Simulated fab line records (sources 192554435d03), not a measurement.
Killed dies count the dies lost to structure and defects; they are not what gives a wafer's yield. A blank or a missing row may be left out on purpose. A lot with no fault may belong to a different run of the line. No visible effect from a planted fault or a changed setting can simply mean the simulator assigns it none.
fab line records -- flow n5Finfet
record: lots: 6, wafers: 16, lastDay: 17
route steps=1938 shown GATE_CUT@493 BEOL_M4@1111 PASSIVATION@1936
lots that met no fault: taken from a fault-free run of the same line
startH: the number of hours between the record's first day and the start of the first shown wafer of the lot -- waitH: time in hours since the lot's previous step -- " same as the row above -- L1.1+2: several wafers, shown together as one row -- - value missing, or start not given -- * or withheld: withheld -- < > ~ a bound
route shown NAME@n: a module of which the file shows steps, and the number in the route of the first -- usual: the fault-free wafers' mean and standard deviation -- same: alike in all rows -- chamber/n: place in a boat -- sites: readings site by site -- _std_site: how widely they spread, as a standard deviation -- _edge_site: the outer-site mean with the inner-site mean subtracted -- radiusMm: how far each site lies from the wafer's centre -- mask NAME#n: copy n -- behind: the tool/chamber that last shaped the wafer -- hold: the reason the lot was held/the length of the hold in hours/how it ended -- device: names the non-switching transistor (n, p or np) -- end of line: at the end of the route, the tests of the same wafers -- for a step that has no rows: nothing shown but its recipe -- killed: dies that structure and defects cost at the first sort, which is not the same as the wafer's yield -- map: a wafer's dies, marking killed ones x, the rest . and places with no die _
set.NAME: setting as actually run; set.NAME@STEP: the setting as run at that earlier step -- model.NAME: the simulator's own value behind a step, which no gauge read
lots at some steps of the route; a table a step, a row a wafer
services: when a tool's chamber went out of use (startH, in hours from the record's first day, below 0 if earlier), for how many hours, and the reason
== steps ==
step: N5_GATE_CUT_ETCH_37
recipe: chemistry: N2/H2, target: SOC, targetDepthA: 600, overetchA: 120, maskMaterial: SiARC, tempC: 40, timeS: 90, ionEnergyEv: 200, pressureMtorr: 30, sourceW: 840, biasW: 150, n2FlowSccm: 200, h2FlowSccm: 200
usual: biasW: 149.9/0.42, chamberPressureMTorr: 30.003/0.028, drypumpMotorCurrentA: 5.5/0.37, oesProductAu: 0.68/0.067, rfVppV: 524.3/2.2, showerheadPlenumPTorr: 2.55/0.076, throttleValvePct: 17.88/0.28
lot.wafer,tool,chamber,startH,waitH,biasW,chamberPressureMTorr,drypumpMotorCurrentA,oesProductAu,rfHoursCounterH,rfVppV,showerheadPlenumPTorr,throttleValvePct
L522.1,rieDiel-02,2,110.43,0.0,150.8,30.001,5.7,0.65,223,525.3,2.59,17.62
L522.2,rieDiel-02,0,110.43,0.0,149.8,30.034,5.8,0.82,16,525.5,2.57,17.39
L522.3,rieDiel-02,1,110.43,0.0,149.9,29.921,5.9,0.66,189,522.5,2.52,17.62
L528.3,rieDiel-06,3,146.15,0.0,150.6,30.013,4.9,0.62,211,519.5,2.39,18.14
L528.5,rieDiel-06,3,146.15,0.0,150.2,30.011,4.9,0.63,-,520.2,2.39,18.11
L535.1,rieDiel-02,3,192.71,0.0,149.5,30.003,5.8,0.64,233,522.0,2.50,18.20
L535.3,rieDiel-02,2,192.71,0.0,150.0,29.987,5.6,0.63,249,526.4,2.58,17.66
L535.6,rieDiel-02,2,192.71,0.0,149.5,29.978,5.6,0.62,-,526.0,2.58,17.66
L537.2,rieDiel-02,0,196.26,0.0,149.8,29.975,5.8,0.78,45,525.2,2.56,17.46
L537.3,rieDiel-02,1,196.26,0.0,150.3,30.002,5.9,0.64,215,523.1,2.51,17.65
L537.5,rieDiel-02,0,196.26,0.0,150.1,30.003,5.8,0.77,-,525.7,2.56,17.45
L540.1,rieDiel-06,1,210.19,0.0,150.6,30.022,6.0,0.62,222,527.2,2.63,18.22
L540.2,rieDiel-06,2,210.19,0.0,149.9,29.986,5.0,0.76,68,524.7,2.57,17.69
L540.3,rieDiel-06,3,210.19,0.0,149.7,29.986,4.9,0.62,229,520.2,2.39,18.16
L542.3,rieDiel-06,3,226.57,0.0,149.9,30.017,4.9,0.62,233,521.2,2.38,18.17
L542.6,rieDiel-06,3,226.57,0.0,149.5,30.045,4.9,0.61,-,520.6,2.38,18.19
step: N5_GATE_CUT_STRIP_38
recipe: chemistry: N2/H2, tempC: 40, n2FlowSccm: 200, h2FlowSccm: 200, rfFrequencyHz: 6e+07
step: N5_GATE_CUT_STRIP_39
recipe: chemistry: N2/H2, tempC: 40, n2FlowSccm: 200, h2FlowSccm: 200, rfFrequencyHz: 6e+07
step: N5_GATE_CUT_HM_OPEN_40
recipe: chemistry: C4F6/O2, target: SiO2, maskMaterial: SiARC, targetDepthA: 1390, timeS: 85.1, ionEnergyEv: 250, pressureMtorr: 30, sourceW: 345, biasW: 185, Ar_flow_sccm: 300, C4F6_flow_sccm: 10, O2_flow_sccm: 10, ends: cleared
usual: drypumpMotorCurrentA: 5.5/0.36, etchRfOnTimeS: 93.4/2.7, oes_ar_750_au: 0.76/0.071, oesProductAu: 0.69/0.07, rfVppV: 665/15, showerheadPlenumPTorr: 2.86/0.068, throttleValvePct: 21.1/0.3
lot.wafer,tool,chamber,startH,waitH,drypumpMotorCurrentA,etchRfOnTimeS,oes_ar_750_au,oesProductAu,rfHoursCounterH,rfVppV,showerheadPlenumPTorr,throttleValvePct
L522.1,rieDiel-02,2,110.52,0.0,5.6,96.9,0.70,0.64,223,689,2.90,20.8
L522.2,rieDiel-02,0,110.52,0.0,5.8,94.0,0.90,0.83,16,675,2.90,20.8
L522.3,rieDiel-02,1,110.52,0.0,5.9,97.1,0.73,0.66,189,656,2.87,20.9
L528.3,rieDiel-06,3,146.23,0.0,4.9,90.9,0.72,0.64,211,648,2.75,21.7
L528.5,rieDiel-06,3,146.23,0.0,4.9,93.3,0.73,0.64,-,649,2.75,21.7
L535.1,rieDiel-02,3,192.80,0.0,5.7,96.3,0.70,0.63,233,641,2.80,21.2
L535.3,rieDiel-02,2,192.80,0.0,5.6,94.3,0.68,0.63,249,688,2.89,20.8
L535.6,rieDiel-02,2,192.80,0.0,5.6,97.7,0.69,0.62,-,687,2.89,20.8
L537.2,rieDiel-02,0,196.35,0.0,5.9,93.2,0.84,0.78,45,676,2.88,20.8
L537.3,rieDiel-02,1,196.35,0.0,5.9,90.0,0.71,0.64,215,657,2.86,21.0
L537.5,rieDiel-02,0,196.35,0.0,5.9,94.1,0.84,0.78,-,677,2.88,20.8
L540.1,rieDiel-06,1,210.28,0.0,6.0,90.6,0.70,0.63,222,662,2.93,21.2
L540.2,rieDiel-06,2,210.28,0.0,5.0,88.5,0.87,0.78,68,657,2.87,20.8
L540.3,rieDiel-06,3,210.28,0.0,4.9,91.9,0.70,0.63,229,648,2.74,21.7
L542.3,rieDiel-06,3,226.65,0.0,4.9,90.8,0.70,0.63,233,647,2.74,21.7
L542.6,rieDiel-06,3,226.65,0.0,4.9,93.4,0.70,0.63,-,648,2.74,21.7
step: N5_GATE_CUT_STRIP_41
recipe: chemistry: CF4, resist: SiARC, powerW: 300, biasPowerW: 75, pressureMtorr: 50, cf4FlowSccm: 150, rfFrequencyHz: 6e+07
step: N5_GATE_CUT_STRIP_42
recipe: chemistry: O2, powerW: 400, tempC: 40, pressureMtorr: 30, rfFrequencyHz: 6e+07, biasPowerW: 0, overashFraction: 0.3, o2FlowSccm: 225
step: N5_GATE_CUT_ETCH_19
recipe: chemistry: CH3F/O2, target: SiNx, maskMaterial: SiO2, targetDepthA: 537, timeS: 76.7, pressureMtorr: 30, sourceW: 395, biasW: 73, Ar_flow_sccm: 150, CH3F_flow_sccm: 30, O2_flow_sccm: 20, ionEnergyEv: 120, ends: cleared
step: N5_GATE_CUT_CUT_ETCH_53
recipe: chemistry: SF6/Cl2, target: W, maskMaterial: SiO2, targetDepthA: 792, pressureMtorr: 8, icpW: 900, biasW: 80, SF6_flow_sccm: 40, Cl2_flow_sccm: 60, ends: cleared
usual: SF6_flow_sccm: 40.01/0.12, biasW: 80.02/0.2, drypumpMotorCurrentA: 5.6/0.55, etchRfOnTimeS: 26.5/1.1, oesProductAu: 0.71/0.12, throttleValvePct: 28.88/0.29
lot.wafer,tool,chamber,startH,waitH,SF6_flow_sccm,biasW,drypumpMotorCurrentA,etchRfOnTimeS,oesProductAu,rfHoursCounterH,throttleValvePct
L522.1,rieMetal-02,0,110.75,0.1,40.25,79.88,5.5,27.3,0.73,24,29.08
L522.2,rieMetal-02,1,110.75,0.1,39.94,80.28,5.0,27.2,0.60,80,28.76
L522.3,rieMetal-02,1,110.75,0.1,40.01,79.92,5.0,27.1,0.61,-,28.78
L528.3,rieMetal-01,0,146.48,0.1,40.11,80.22,5.0,28.1,0.58,-,29.24
L528.5,rieMetal-01,0,146.48,0.1,40.17,80.24,5.0,28.3,0.57,-,29.26
L535.1,rieMetal-03,1,193.03,0.1,40.08,80.20,5.4,25.7,0.85,4,29.27
L535.3,rieMetal-03,0,193.03,0.1,39.98,79.79,5.9,25.6,0.76,-,28.55
L535.6,rieMetal-03,1,193.03,0.1,40.13,80.42,5.5,25.6,0.84,-,29.26
L537.2,rieMetal-02,1,196.57,0.1,39.93,79.51,5.0,27.4,0.59,88,28.78
L537.3,rieMetal-02,0,196.57,0.1,39.92,79.69,5.5,27.2,0.71,-,29.08
L537.5,rieMetal-02,0,196.57,0.1,39.97,79.97,5.5,27.1,0.71,-,29.10
L540.1,rieMetal-03,1,210.51,0.1,40.11,79.96,5.4,25.3,0.85,6,29.28
L540.2,rieMetal-03,0,210.51,0.1,39.87,80.02,5.9,24.7,0.79,24,28.56
L540.3,rieMetal-03,0,210.51,0.1,39.75,79.85,5.9,25.1,0.77,-,28.55
L542.3,rieMetal-01,0,226.90,0.1,40.00,80.11,5.0,27.8,0.57,-,29.26
L542.6,rieMetal-01,1,226.90,0.1,40.07,79.72,6.6,25.6,0.80,-,28.55
step: N5_GATE_CUT_CUT_ETCH_54
recipe: chemistry: Cl2/BCl3, target: TiN, maskMaterial: SiO2, targetDepthA: 967, pressureMtorr: 10, icpW: 1000, biasW: 126, Cl2_flow_sccm: 53.25, bcl3FlowSccm: 21.75, Ar_flow_sccm: 25, ends: cleared
step: N5_GATE_CUT_CUT_ETCH_55
recipe: chemistry: BCl3, target: HfO2, maskMaterial: SiO2, targetDepthA: 32, ionEnergyEv: 30, pressureMtorr: 5, icpW: 450, biasW: 18, bcl3FlowSccm: 80
usual: bcl3FlowSccm: 79.95/0.25, biasW: 18.01/0.054, drypumpMotorCurrentA: 5.6/0.55, oesProductAu: 0.79/0.12, throttleValvePct: 33.0/0.32
lot.wafer,tool,chamber,startH,waitH,bcl3FlowSccm,biasW,drypumpMotorCurrentA,oesProductAu,rfHoursCounterH,throttleValvePct
L522.1,rieMetal-02,0,110.87,0.0,80.09,18.03,5.5,0.83,24,33.1
L522.2,rieMetal-02,1,110.87,0.0,79.72,18.10,5.0,0.68,80,32.6
L522.3,rieMetal-02,1,110.87,0.0,79.96,18.05,5.0,0.68,-,32.6
L528.3,rieMetal-01,0,146.59,0.0,80.15,17.93,5.0,0.66,-,33.2
L528.5,rieMetal-01,0,146.59,0.0,79.53,17.98,5.0,0.66,-,33.3
L535.1,rieMetal-03,1,193.15,0.0,79.77,18.03,5.5,0.94,4,33.6
L535.3,rieMetal-03,0,193.15,0.0,80.34,18.07,5.9,0.84,-,33.0
L535.6,rieMetal-03,1,193.15,0.0,79.64,17.98,5.5,0.93,-,33.6
L537.2,rieMetal-02,1,196.69,0.0,80.00,18.03,5.0,0.66,88,32.7
L537.3,rieMetal-02,0,196.69,0.0,79.73,18.00,5.5,0.80,-,33.1
L537.5,rieMetal-02,0,196.69,0.0,79.94,18.10,5.5,0.80,-,33.1
L540.1,rieMetal-03,1,210.63,0.0,80.10,18.06,5.4,0.92,6,33.6
L540.2,rieMetal-03,0,210.63,0.0,79.99,17.94,5.9,0.83,24,33.0
L540.3,rieMetal-03,0,210.63,0.0,80.05,18.00,5.9,0.84,-,33.0
L542.3,rieMetal-01,0,227.01,0.0,80.27,17.99,5.1,0.66,-,33.3
L542.6,rieMetal-01,1,227.01,0.0,79.57,17.95,6.6,0.89,-,32.9
step: N5_GATE_CUT_ETCH_47
recipe: chemistry: Cl2/BCl3, target: SiO2, targetDepthA: 100, pressureMtorr: 10, icpW: 1000, biasW: 126, Cl2_flow_sccm: 53.25, bcl3FlowSccm: 21.75, Ar_flow_sccm: 25
usual: bcl3FlowSccm: 21.74/0.063, biasW: 126.0/0.41, drypumpMotorCurrentA: 5.6/0.55, oes_ar_750_au: 0.80/0.13, oesProductAu: 0.79/0.12, throttleValvePct: 22.7/0.32
lot.wafer,tool,chamber,startH,waitH,bcl3FlowSccm,biasW,drypumpMotorCurrentA,oes_ar_750_au,oesProductAu,rfHoursCounterH,throttleValvePct
L522.1,rieMetal-02,0,110.90,0.0,21.86,126.5,5.5,0.84,0.83,24,22.8
L522.2,rieMetal-02,1,110.90,0.0,21.72,126.4,5.0,0.69,0.68,80,22.4
L522.3,rieMetal-02,1,110.90,0.0,21.74,126.6,5.0,0.68,0.68,-,22.4
L528.3,rieMetal-01,0,146.62,0.0,21.70,125.4,5.0,0.63,0.66,-,23.2
L528.5,rieMetal-01,0,146.62,0.0,21.71,126.1,5.1,0.63,0.67,-,23.2
L535.1,rieMetal-03,1,193.18,0.0,21.74,126.0,5.5,0.94,0.93,4,23.0
L535.3,rieMetal-03,0,193.18,0.0,21.76,126.0,5.9,0.88,0.84,-,22.3
L535.6,rieMetal-03,1,193.18,0.0,21.82,125.4,5.5,0.94,0.94,-,23.0
L537.2,rieMetal-02,1,196.72,0.0,21.76,126.0,5.0,0.67,0.66,88,22.4
L537.3,rieMetal-02,0,196.72,0.0,21.71,126.0,5.5,0.82,0.80,-,22.8
L537.5,rieMetal-02,0,196.72,0.0,21.65,126.5,5.5,0.82,0.80,-,22.8
L540.1,rieMetal-03,1,210.66,0.0,21.65,125.7,5.5,0.94,0.92,6,23.0
L540.2,rieMetal-03,0,210.66,0.0,21.75,126.2,5.9,0.87,0.84,24,22.3
L540.3,rieMetal-03,0,210.66,0.0,21.79,126.5,5.9,0.87,0.83,-,22.3
L542.3,rieMetal-01,0,227.04,0.0,21.60,125.9,5.1,0.62,0.65,-,23.2
L542.6,rieMetal-01,1,227.04,0.0,21.78,125.5,6.6,0.90,0.89,-,22.6
step: N5_GATE_CUT_VAPOR_ETCH_48
recipe: chemistry: BCl3/Cl2, target: TiN, mode: isotropic
step: N5_GATE_CUT_VAPOR_ETCH_49
recipe: chemistry: BCl3/Cl2, target: TiAlC, mode: isotropic
usual: drypumpMotorCurrentA: 5.6/0.55, heBacksideLeakSccm: 3.32/0.19, oesProductAu: 0.79/0.12
lot.wafer,tool,chamber,startH,waitH,drypumpMotorCurrentA,heBacksideLeakSccm,oesProductAu
L522.1,rieMetal-02,0,110.96,0.0,5.5,3.12,0.83
L522.2,rieMetal-02,1,110.96,0.0,5.0,3.50,0.68
L522.3,rieMetal-02,1,110.96,0.0,5.0,3.49,0.68
L528.3,rieMetal-01,0,146.68,0.0,5.0,3.27,0.65
L528.5,rieMetal-01,0,146.68,0.0,5.0,3.30,0.67
L535.1,rieMetal-03,1,193.24,0.0,-,-,-
L535.3,rieMetal-03,0,193.24,0.0,-,-,-
L535.6,rieMetal-03,1,193.24,0.0,-,-,-
L537.2,rieMetal-02,1,196.78,0.0,-,-,-
L537.3,rieMetal-02,0,196.78,0.0,-,-,-
L537.5,rieMetal-02,0,196.78,0.0,-,-,-
L540.1,rieMetal-03,1,210.72,0.0,5.4,3.35,0.94
L540.2,rieMetal-03,0,210.72,0.0,5.9,3.49,0.84
L540.3,rieMetal-03,0,210.72,0.0,5.9,3.56,0.84
L542.3,rieMetal-01,0,227.10,0.0,5.1,3.40,0.65
L542.6,rieMetal-01,1,227.10,0.0,6.6,3.37,0.90
step: N5_GATE_CUT_VAPOR_ETCH_51
recipe: chemistry: BCl3/Cl2, target: HfO2, mode: isotropic
step: N5_BEOL_M4_RC_MEAS_101
usual: DIBL_N: 36.0/2, DIBL_P: 35.9/2.5, IOFF_N: 0.16/0.038, IOFF_P: 0.21/0.04, ION_N: 675/14, ION_P: 462/9.4, SS_N: 71.5/0.75, SS_P: 73.2/0.74, VT_N: 250/3.9, VT_P: -251/3.2
lot.wafer,tool,chamber,startH,waitH,DIBL_N[mV/V],DIBL_P[mV/V],IOFF_N[nA/um],IOFF_P[nA/um],ION_N[uA/um],ION_P[uA/um],SS_N[mV/dec],SS_P[mV/dec],VT_N[mV],VT_P[mV]
L522.1,prober-01,0,182.19,0.0,34.6,34.3,0.14,0.18,665,464,72.2,72.6,253,-252
L522.2,prober-01,0,182.19,0.0,36.5,36.9,0.17,0.21,683,469,71.4,73.5,251,-252
L522.3,prober-01,0,182.19,0.0,35.2,36.4,0.15,0.20,673,465,72.1,72.7,252,-251
L528.3,prober-01,0,216.57,0.3,36.9,36.2,0.16,0.19,664,446,72.3,73.2,251,-255
L528.5,prober-01,0,216.57,0.3,33.9,34.4,0.12,0.16,653,451,71.8,72.8,253,-258
L535.1,prober-01,0,272.02,0.0,38.9,39.8,0.22,0.27,684,464,73.3,74.5,247,-247
L535.3,prober-01,0,272.02,0.0,38.0,39.2,0.19,0.26,668,462,72.7,74.7,249,-245
L535.6,prober-01,0,272.02,0.0,36.2,37.7,0.16,0.23,663,457,71.9,74.3,251,-251
L537.2,prober-02,0,272.91,0.2,39.4,38.9,0.21,0.26,692,467,72.4,73.6,244,-247
L537.3,prober-02,0,272.91,0.2,36.2,35.8,0.14,0.20,678,467,71.9,72.8,251,-249
L537.5,prober-02,0,272.91,0.2,40.1,41.3,0.23,0.30,697,476,71.4,73.6,244,-247
L540.1,prober-01,0,295.73,0.0,38.2,37.8,0.19,0.24,693,472,72.2,73.3,247,-250
L540.2,prober-01,0,295.73,0.0,35.3,35.8,0.12,0.22,653,462,70.7,73.6,254,-250
L540.3,prober-01,0,295.73,0.0,38.5,37.4,0.18,0.24,668,457,72.6,73.9,251,-250
L542.3,prober-01,0,311.61,0.3,38.4,37.9,0.19,0.23,675,459,72.2,74.6,250,-250
L542.6,prober-01,0,311.61,0.3,36.5,35.5,0.15,0.18,667,451,71.5,72.7,254,-251
step: N5_PASSIVATION_PROBE_49
usual: defectLimitedYield: 91.3/1.5, killed_at_M0_to_M3: 33/12, killed_at_M4_up: 15/5.2, killedAtContacts: 12/5.1, killedAtFrontEnd: 39/11, killedAtOther: 5/3.6, killedDies: 103/18, killedOnRim: 14/4.3, killedOpen: 67/13, killedShort: 33/7.8, sort_bin_5_function: 5.1/0.96, sort_bin_6_memory: 3.2/0.71, sortNPass: 1077/18, sortYieldPct: 91.3/1.5
same: grossDies: 1180, killedAtBackSide: 0, sort_bin_4_leakage[%]: 0, sort_bin_8_speed[%]: 0
lot.wafer,tool,chamber,startH,waitH,defectLimitedYield[%],killed_at_M0_to_M3,killed_at_M4_up,killedAtContacts,killedAtFrontEnd,killedAtOther,killedDies,killedOnRim,killedOpen,killedShort,sort_bin_5_function[%],sort_bin_6_memory[%],sortNPass,sortYieldPct[%]
L535.6,prober-02,-,378.36,0.3,93.5,20,12,10,34,1,77,16,45,16,3.4,1.9,1103,93.5
killed by level:class
L535.6 HKMG_FIN:areaEtch=15 MOL_CONTACT_COAG:geometricParticle:open=7 BEOL_M1:geometricParticle:open=6 BEOL_M4:geometricParticle:open=6 BEOL_M0_SAQP:geometricParticle:short=4 STARTING-WAFER:geometricParticle:open=4 DUMMY_GATE:geometricParticle:open=3 MOL_CONTACT_COAG:geometricParticle:short=3
== services ==
tool,chamber,startH,hours,kind
rieDiel-06,1,127.09,2.5,repair
rieDiel-06,2,139.56,7.7,repair
rieMetal-03,1,142.90,-,clean
rieMetal-03,1,142.90,12.3,scheduledDown
rieMetal-03,1,142.90,12.3,ventCycle
rieMetal-02,0,144.98,2.3,repair
rieMetal-02,-,158.34,0.6,repair
rieDiel-02,1,178.83,7.1,repair
rieMetal-01,-,179.59,0.4,repair
rieDiel-02,2,196.07,-,clean
rieDiel-02,2,196.07,-,consumableReplace:focusRing
rieMetal-02,0,218.57,12.5,repair
== key ==
firstSign: step: N5_GATE_CUT_VAPOR_ETCH_49, reading: toolRecord, direction: missing
effect none on later readings
metAt N5_GATE_CUT_VAPOR_ETCH_49
struckWafers L535.1,L535.3,L535.6,L537.2,L537.3,L537.5
baselineLoss: step: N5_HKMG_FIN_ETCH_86, wafers: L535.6
onsetBetween 110.96 193.24
fault: kind: skippedStepWhole, tool: rieMetal-02,rieMetal-03, chamber: -, onsetH: 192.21, steps: N5_GATE_CUT_VAPOR_ETCH_49, scope: struckLotsOnly
baselineLoss: these wafers lose ten dies or more at that step, a loss of the line's own and not of a fault; the sort's usual values leave them out
